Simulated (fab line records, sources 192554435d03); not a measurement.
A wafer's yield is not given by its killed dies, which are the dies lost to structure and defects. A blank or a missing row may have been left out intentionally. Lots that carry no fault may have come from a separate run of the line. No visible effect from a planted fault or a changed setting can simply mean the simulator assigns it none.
Struck lot and sound lot, side by side :: flow n5_finfet :: 36 out of 1938 route steps
Sound: the wafers L801.2, L801.4, L801.5. Struck: wafer L805.6 (left out: L805.5, a lot-mate that was not struck); the cause follows at the end.
For every step that has rows: the tool of each side, followed by ch and its chambers, followed by its first start. Under that, the readings that differ: sound wafers :: struck wafers :: difference of the means :: sigmas: that difference in standard deviations of wafers without a fault.
alike: words and numbers the same on both sides, and readings whose means are apart by under 2 such deviations; not compared: readings that were withheld, readings missing a value for some wafer, numbers with overlapping values and no deviation given by the record, and bounds like >300 which may hide the same value.
The two part at a step that has a row with sigmas, a row that says differs or no value, or rows on one side only. Numbers that don't overlap but have no deviation are shown without sigmas and don't part them. Lack of a reading on every wafer of one side parts them only where that side has two or more wafers.

first, 9 steps without rows for these wafers: N5_BEOL_M4_ANNEAL_95 (time 240 s); N5_BEOL_M4_SPUTTER_96 (material Cu, target thk 4.5 nm, time 8.29 s); N5_BEOL_M4_ECD_50 (material Cu, target thk 300 nm); N5_BEOL_M4_ANNEAL_51 (time 90 s); N5_BEOL_M4_CMP_52 (polishes, stops on SiOC, t overpolish 6.8 s, target thk 40 nm); N5_BEOL_M4_PRE_CLEAN_60 (time 15 s); N5_BEOL_M4_CO_CAP_55 (material Co, precursor CCTBA/H2, target thk 2 nm, time 102.1 s); N5_BEOL_M4_PRE_CLEAN_56 (time 15 s); N5_BEOL_M4_DEP_57 (deposits SiCN from 3MS/NH3, target thk 8 nm, time 14 s).
N5_BEOL_M4_RC_MEAS_101:
  sound on prober-02 ch 0, day 10 17:14; struck on prober-02 ch 0, day 11 21:22
  alike: DIBL_N, DIBL_P, IOFF_N, IOFF_P, ION_N, ION_P, SS_N, SS_P, VT_N, VT_P
then, 24 steps without rows for these wafers: N5_BEOL_M5_ILD_DEP_00 (deposits SiCOH lowk from DEMS/porogen, target thk 140.64 nm, time 25.9 s); N5_BEOL_M5_CURE_79 (cures SiCOH lowk, time 240 s); N5_BEOL_M5_PECVD_70 (deposits SiO2 from TEOS/O2, target thk 16 nm, time 18 s); N5_BEOL_M5_HM_DEP_02 (deposits TiN, target thk 20 nm); N5_BEOL_M5_COAT_59 (time 60 s, resist thk 60 nm); N5_BEOL_M5_COAT_60 (time 60 s, resist thk 12 nm); N5_BEOL_M5_COAT_71 (time 60 s, resist thk 5 nm); N5_BEOL_M5_COAT_05 (resist thk 30 nm); N5_BEOL_M5_EBR_07; N5_BEOL_M5_SOFTBAKE_06 (time 60 s); N5_BEOL_M5_EXPOSE_08 (exposes mask M5, target cd 28 nm); N5_BEOL_M5_PEB_09 (peb time 60 s); N5_BEOL_M5_DEVELOP_10 (develop time 30 s); N5_BEOL_M5_DESCUM_16 (chemistry O2, time 7 s); N5_BEOL_M5_ETCH_72 (etches underlayer in N2/H2, target depth 6.5 nm, time 5.2 s); N5_BEOL_M5_ETCH_61 (etches SiARC in CF4, target depth 15.6 nm, time 26 s); N5_BEOL_M5_ETCH_62 (etches SOC in N2/H2, target depth 75 nm, overetch 15 nm, time 112.5 s); N5_BEOL_M5_STRIP_63 (strips in N2/H2); N5_BEOL_M5_STRIP_73 (strips in N2/H2); N5_BEOL_M5_STRIP_64 (strips in CF4); N5_BEOL_M5_HM_OPEN_17 (chemistry Cl2/BCl3, target TiN, target depth 20 nm, overetch 6 nm); N5_BEOL_M5_STRIP_19 (strips in O2); N5_BEOL_M5_COAT_65 (time 60 s, resist thk 60 nm); N5_BEOL_M5_COAT_66 (time 60 s, resist thk 12 nm).
-- a jump in the record: the struck wafers' starts before and after are 4 days apart (it breaks off in module BEOL_M5 and resumes in module MIM_TOP, where the first step shown is number 1838 of the route) --
N5_MIM_TOP_SPUTTER_03: material TiN, target thk 35 nm, time 89.7 s.
  sound: pvd_sputter-02 at day 14 13:31; struck: pvd_sputter-02 at day 15 20:34
reading: model.TiN_of_MIM_TOP_SPUTTER_03.thk_nm (nm)
sound: 35.8 35.2 35
struck: 37.4
difference: +2.1
sigmas: 
  alike: throttle_valve_pct
N5_PASSIVATION_PROBE_49:
  sound: prober-01 at day 15 01:31; struck: prober-02 at day 16 07:22
reading: defect_limited_yield (%)
sound: 90.4 93.0 94.0
struck: 78.2
difference: -14.3
sigmas: -10

reading: killed_at_other
sound: 6 6 2
struck: 151
difference: +146
sigmas: +50

reading: killed_dies
sound: 113 83 71
struck: 257
difference: +168
sigmas: +10

reading: sort_n_pass
sound: 1067 1097 1109
struck: 923
difference: -168
sigmas: -10

reading: sort_yield_pct (%)
sound: 90.4 93.0 94.0
struck: 78.2
difference: -14.3
sigmas: -10
  alike: killed_at_M0_to_M3, killed_at_M4_up, killed_at_contacts, killed_at_front_end, killed_on_rim, killed_open, killed_short, sort_bin_4_leakage, sort_bin_5_function, sort_bin_6_memory

## WHERE THEY PART
At N5_PASSIVATION_PROBE_49 and nowhere else, as far as this record goes.

WHY: whatever the simulator had introduced
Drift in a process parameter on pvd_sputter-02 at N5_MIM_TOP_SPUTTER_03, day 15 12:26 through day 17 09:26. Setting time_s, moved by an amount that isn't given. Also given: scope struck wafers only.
